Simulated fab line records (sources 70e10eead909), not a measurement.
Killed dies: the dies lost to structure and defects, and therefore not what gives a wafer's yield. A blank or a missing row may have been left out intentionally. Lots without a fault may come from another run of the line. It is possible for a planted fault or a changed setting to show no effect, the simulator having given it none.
What tool caused it?    flow nand harc    Sampling: 12 lots, 33 wafers, 6 of 1302 route steps

WHAT EACH GAUGE READ, for each wafer
NHARC_A_SGD_CUT_CD_MEAS_09: target cd 100 nm.
lot   measured      on         cd nm (nm)
L510  day 18 17:49  cd sem-03  100.5 100.6 100.9
L511  day 19 15:02  cd sem-03  101.5 100.6 102.1
L512  day 20 05:50  cd sem-01  99.1 98.8 99.5
L513  day 20 18:16  cd sem-02  100.2 100.4 99.9
L514  day 20 17:05  cd sem-03  99.9 99.9 99.9
L516  day 21 19:13  cd sem-03  100.1 99.8 100.2
L517  day 21 19:23  cd sem-03  98.5 98.3 99.7
L518  day 22 14:38  cd sem-01  100.3 99.8 100.2
L526  day 25 14:17  cd sem-02  99.9
L527  day 26 16:11  cd sem-01  99.7 99.5
L532  day 28 13:59  cd sem-02  99.0 100.3 99.7
L533  day 29 17:22  cd sem-03  99.9 100.2 99.8

NHARC_END_SORT_01.
lot   measured      on         killed at array  killed at other  killed at periphery  killed dies  killed open  killed short
L526  day 31 09:05  prober-02  114              1                8                    123          4            5
L527  day 32 04:48  prober-02  41 106           0 0              1 5                  42 111       1 3          0 0

TOOL THAT RAN EACH LOT (tool first, then ch and the chambers of the sampled wafers, then the start)
lot   NHARC_A_STAIRCASE_TRIM_224          NHARC_A_STAIRCASE_CMP_152      NHARC_A_STAIRCASE_ETCHBACK_422      NHARC_A_SGD_CUT_DEP_00
L510  rie diel-05 ch 2,3, day 15 14:25    cmp-01 ch 1,2,3, day 18 15:15  rie diel-08 ch 1,2,3, day 18 15:43  pecvd-04 ch 0,1, day 18 17:04
L511  rie diel-09 ch 0,1,2, day 16 07:53  cmp-03 ch 0,3, day 19 12:23    rie diel-05 ch 0,1,2, day 19 12:53  pecvd-04 ch 0,1,2, day 19 14:22
L512  rie diel-05 ch 0,1,2, day 17 06:25  cmp-04 ch 0,2,3, day 20 03:26  rie diel-05 ch 1,2, day 20 03:53    pecvd-01 ch 0,1,2, day 20 05:14
L513  rie diel-05 ch 1,2, day 17 12:16    cmp-03 ch 0,2,3, day 20 15:41  rie diel-08 ch 2,3, day 20 16:10    pecvd-01 ch 0,1,2, day 20 17:33
L514  rie diel-09 ch 0,1,2, day 17 12:54  cmp-01 ch 1,2,3, day 20 14:34  rie diel-08 ch 0,1,2, day 20 15:02  pecvd-03 ch 0,2, day 20 16:22
L516  rie diel-05 ch 0,2,3, day 18 15:35  cmp-01 ch 0,3, day 21 16:43    rie diel-05 ch 0,1,2, day 21 17:12  pecvd-04 ch 0,1,2, day 21 18:29
L517  rie diel-08 ch 0,1,2, day 18 20:50  cmp-04 ch 1,2, day 21 16:46    rie diel-08 ch 0,2,3, day 21 17:17  pecvd-03 ch 0,1,2, day 21 18:44
L518  rie diel-05 ch 0,2,3, day 19 16:04  cmp-01 ch 1,2,3, day 22 12:07  rie diel-09 ch 1,2,3, day 22 12:35  pecvd-04 ch 0,1,2, day 22 13:55
L526  rie diel-05 ch 2, day 22 12:01      cmp-04 ch 1, day 25 07:35      rie diel-08 ch 1, day 25 08:08      pecvd-01 ch 0, day 25 13:47
L527  rie diel-05 ch 2,3, day 23 06:13    cmp-01 ch 0,3, day 26 12:00    rie diel-09 ch 2,3, day 26 12:29    pecvd-03 ch 1,2, day 26 15:34
L532  rie diel-08 ch 1,2,3, day 25 08:52  cmp-03 ch 1,3, day 28 11:29    rie diel-08 ch 0,2,3, day 28 11:57  pecvd-03 ch 0,2, day 28 13:16
L533  rie diel-05 ch 0,1,3, day 26 12:35  cmp-04 ch 0,2,3, day 29 14:50  rie diel-09 ch 1,2, day 29 15:17    pecvd-01 ch 0,1,2, day 29 16:39
- NHARC_A_STAIRCASE_TRIM_224: chemistry O2, time 211.2 s.
- NHARC_A_STAIRCASE_CMP_152: polishes.
- NHARC_A_STAIRCASE_ETCHBACK_422: etches the open film in CH3F/O2, target depth 40 nm, time 74.286 s.
- NHARC_A_SGD_CUT_DEP_00: deposits SiNx, target thk 50 nm.

WHAT THE TOOLS THEMSELVES READ (means of the sampled wafers that have a number; where no wafer has one, the mark that the record gives instead)
NHARC_A_STAIRCASE_TRIM_224.
lot   tool         chamber pressure mTorr (mTorr)  drypump motor current A (A)  oes product au (a.u.)  rf vpp V (V)  showerhead plenum p Torr (Torr)  throttle valve pct (%)
L510  rie diel-05  59.99                           6.21                         1.004                  57.8          3.35                             17.036
L511  rie diel-09  59.98                           6.09                         0.998                  57.4          3.49                             17.034
L512  rie diel-05  60.01                           6.03                         1.005                  58.9          3.43                             17.033
L513  rie diel-05  59.98                           6.10                         0.994                  57.8          3.42                             17.031
L514  rie diel-09  60.07                           6.07                         1.003                  57.7          3.48                             17.034
L516  rie diel-05  59.99                           6.13                         1.001                  58.3          3.55                             17.043
L517  rie diel-08  60.02                           6.24                         0.999                  58.0          3.70                             17.036
L518  rie diel-05  60.01                           6.12                         1.008                  58.6          3.55                             17.037
L526  rie diel-05  59.93                           6.11                         0.989                  57.9          3.36                             17.025
L527  rie diel-05  59.97                           6.26                         0.986                  58.3          3.57                             17.038
L532  rie diel-08  59.94                           6.19                         1.002                  57.6          3.63                             17.039
L533  rie diel-05  59.99                           6.12                         0.999                  57.7          3.54                             17.036

NHARC_A_STAIRCASE_CMP_152.
lot   tool    motor current A (A)
L510  cmp-01  11.7
L511  cmp-03  12.9
L512  cmp-04  11.1
L513  cmp-03  12.6
L514  cmp-01  11.6
L516  cmp-01  12.4
L517  cmp-04  12.4
L518  cmp-01  11.9
L526  cmp-04  12.4
L527  cmp-01  11.9
L532  cmp-03  11.1
L533  cmp-04  11.5

NHARC_A_STAIRCASE_ETCHBACK_422.
lot   tool         chamber pressure mTorr (mTorr)  drypump motor current A (A)  oes product au (a.u.)  rf vpp V (V)  showerhead plenum p Torr (Torr)  throttle valve pct (%)
L510  rie diel-08  24.992                          6.19                         0.99                   245.5         2.55                             20.659
L511  rie diel-05  24.999                          6.01                         0.93                   243.8         2.38                             20.666
L512  rie diel-05  24.996                          6.10                         0.99                   243.9         2.38                             20.668
L513  rie diel-08  24.983                          6.29                         0.92                   244.5         2.55                             20.670
L514  rie diel-08  25.009                          6.23                         1.00                   245.6         2.58                             20.663
L516  rie diel-05  25.024                          6.00                         0.93                   243.0         2.38                             20.662
L517  rie diel-08  25.000                          6.35                         0.91                   244.8         2.49                             20.670
L518  rie diel-09  25.016                          5.95                         1.00                   245.0         2.49                             20.680
L526  rie diel-08  24.957                          5.92                         0.94                   246.9         2.61                             20.679
L527  rie diel-09  24.989                          6.15                         0.93                   244.1         2.42                             20.662
L532  rie diel-08  24.990                          6.34                         0.93                   243.9         2.47                             20.663
L533  rie diel-09  24.994                          5.80                         1.00                   244.0         2.48                             20.662

NHARC_A_SGD_CUT_DEP_00.
lot   tool      heater power w (W)  susceptor temp C (C)
L510  pecvd-04  819                 400.04
L511  pecvd-04  768                 399.99
L512  pecvd-01  679                 400.31
L513  pecvd-01  742                 400.00
L514  pecvd-03  694                 400.02
L516  pecvd-04  744                 399.93
L517  pecvd-03  724                 400.07
L518  pecvd-04  774                 399.98
L526  pecvd-01  686                 400.36
L527  pecvd-03  688                 400.02
L532  pecvd-03  760                 400.18
L533  pecvd-01  701                 400.18

THE ANSWER, worked out from the rows above alone
Rule: the usual values come from the lots themselves. The widest of any qualifying gaps counts: lots, ordered by their means at a reading, are off when they make up no more than a third of the lots, leave a main group of 4 or more, and stand apart from it by 3 or more times the standard deviation of that group's means. A main group is skipped when, at the precision printed for the reading in the tables above, its means are all equal. Also off: a lot with no number at a reading for which 4 or more lots have one. The other lots that the step has rows for count as sound. First the gauges in route order, then the tools' own readings, where a lot's mean is used as printed above. At the first step where some lot is off, the reading lying furthest off is the one used; lots without a number count as furthest.
None of the lots is off at any reading shown; this tells nothing.

WHAT THE SIMULATOR HAD PUT IN
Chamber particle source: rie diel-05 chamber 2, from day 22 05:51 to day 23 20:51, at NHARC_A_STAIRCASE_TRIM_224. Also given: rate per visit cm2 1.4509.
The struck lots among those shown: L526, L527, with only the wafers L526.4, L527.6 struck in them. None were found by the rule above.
